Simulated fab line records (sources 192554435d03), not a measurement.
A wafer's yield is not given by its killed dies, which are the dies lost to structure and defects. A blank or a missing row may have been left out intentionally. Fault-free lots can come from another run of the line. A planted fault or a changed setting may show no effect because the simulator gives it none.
Lot-split experiment / flow n5Finfet / route with 1938 steps; 7 lots, 21 wafers read

## ON THE SPLIT
At N5_BEOL_M10_PEB_26 (peb time 60 s), the setting pebTimeS was moved away from the recipe's 60 s on 8 of the 21 wafers read, by -20.2% to +19.1%. For the rest of the wafers, this setting stayed at what the recipe calls for.

## FROM SPLIT TO READING: 1 step shown by the file between the two
- N5_BEOL_M10_DEVELOP_27: develop time 30 s

## THE READING
At N5_BEOL_M10_CD_MEAS_28: cdNm in nanometres, against a target cd of 70 nm. A value of 69.9 nm with a standard deviation of 0.8 nm is what fault-free wafers of this fab line usually give.

wafer=L079.1; tool, chamber at the split=lithoTrack-05, 0; pebTimeS as run, s=47.87; against the recipe=-20.2%; cdNm, nm=58.2; against lot-mates on the recipe=-11.2
wafer=L079.2; tool, chamber at the split=lithoTrack-05, 0; pebTimeS as run, s=60; against the recipe=recipe; cdNm, nm=69.4; against lot-mates on the recipe=-
wafer=L079.6; tool, chamber at the split=lithoTrack-05, 0; pebTimeS as run, s=60; against the recipe=recipe; cdNm, nm=69.4; against lot-mates on the recipe=-
wafer=L081.3; tool, chamber at the split=lithoTrack-03, 0; pebTimeS as run, s=66.89; against the recipe=+11.5%; cdNm, nm=74.0; against lot-mates on the recipe=no lot-mate on the recipe
wafer=L081.5; tool, chamber at the split=lithoTrack-03, 0; pebTimeS as run, s=66.89; against the recipe=+11.5%; cdNm, nm=74.6; against lot-mates on the recipe=no lot-mate on the recipe
wafer=L081.6; tool, chamber at the split=lithoTrack-03, 0; pebTimeS as run, s=66.89; against the recipe=+11.5%; cdNm, nm=74.5; against lot-mates on the recipe=no lot-mate on the recipe
wafer=L082.1; tool, chamber at the split=lithoTrack-03, 0; pebTimeS as run, s=71.47; against the recipe=+19.1%; cdNm, nm=77.2; against lot-mates on the recipe=+8.1
wafer=L082.2; tool, chamber at the split=lithoTrack-03, 0; pebTimeS as run, s=71.47; against the recipe=+19.1%; cdNm, nm=76.4; against lot-mates on the recipe=+7.3
wafer=L082.3; tool, chamber at the split=lithoTrack-03, 0; pebTimeS as run, s=60; against the recipe=recipe; cdNm, nm=69.1; against lot-mates on the recipe=-
wafer=L086.3; tool, chamber at the split=lithoTrack-05, 0; pebTimeS as run, s=60; against the recipe=recipe; cdNm, nm=70.5; against lot-mates on the recipe=-
wafer=L086.5; tool, chamber at the split=lithoTrack-05, 0; pebTimeS as run, s=60; against the recipe=recipe; cdNm, nm=69.7; against lot-mates on the recipe=-
wafer=L086.6; tool, chamber at the split=lithoTrack-05, 0; pebTimeS as run, s=60; against the recipe=recipe; cdNm, nm=70.4; against lot-mates on the recipe=-
wafer=L088.1; tool, chamber at the split=lithoTrack-03, 0; pebTimeS as run, s=60; against the recipe=recipe; cdNm, nm=70.5; against lot-mates on the recipe=-
wafer=L088.2; tool, chamber at the split=lithoTrack-03, 0; pebTimeS as run, s=49.9; against the recipe=-16.8%; cdNm, nm=61.3; against lot-mates on the recipe=-9.2
wafer=L088.4; tool, chamber at the split=lithoTrack-03, 0; pebTimeS as run, s=49.9; against the recipe=-16.8%; cdNm, nm=61.2; against lot-mates on the recipe=-9.3
wafer=L093.3; tool, chamber at the split=lithoTrack-02, 0; pebTimeS as run, s=60; against the recipe=recipe; cdNm, nm=70.8; against lot-mates on the recipe=-
wafer=L093.4; tool, chamber at the split=lithoTrack-02, 0; pebTimeS as run, s=60; against the recipe=recipe; cdNm, nm=70.7; against lot-mates on the recipe=-
wafer=L093.5; tool, chamber at the split=lithoTrack-02, 0; pebTimeS as run, s=60; against the recipe=recipe; cdNm, nm=70.2; against lot-mates on the recipe=-
wafer=L095.1; tool, chamber at the split=lithoTrack-05, 0; pebTimeS as run, s=60; against the recipe=recipe; cdNm, nm=69.1; against lot-mates on the recipe=-
wafer=L095.2; tool, chamber at the split=lithoTrack-05, 0; pebTimeS as run, s=60; against the recipe=recipe; cdNm, nm=69.8; against lot-mates on the recipe=-
wafer=L095.4; tool, chamber at the split=lithoTrack-05, 0; pebTimeS as run, s=60; against the recipe=recipe; cdNm, nm=69.8; against lot-mates on the recipe=-

FIT RESULTS
A straight line over all 21 wafers: cdNm changes by +0.454 nm for each +1% of pebTimeS; r = +0.98; the points scatter about the line by 0.94 nm.
The same after taking each lot's own level away (the mean of its wafers on the recipe; 18 wafers): +0.484 nm for each +1%; r = +0.99; scatter 0.71 nm.
On that fit, the largest move of pebTimeS shifts the reading by 9.8 nm.
From 69.10 to 70.57 nm: that is the span of the lots' own levels, equal to 1.8 times the standard deviation above.
The two slopes are in agreement: the lot-to-lot level therefore moves the slope only a little.
Check: -9.77 nm against its lot-mates is what the line predicts for one of the wafers moved furthest among these (-20.2%) when that wafer is left out of the fit. It came out at -11.2 nm against them.

## FILE'S OWN FIT
cdNm changes by +0.499 nm for each +1% of pebTimeS, r = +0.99.
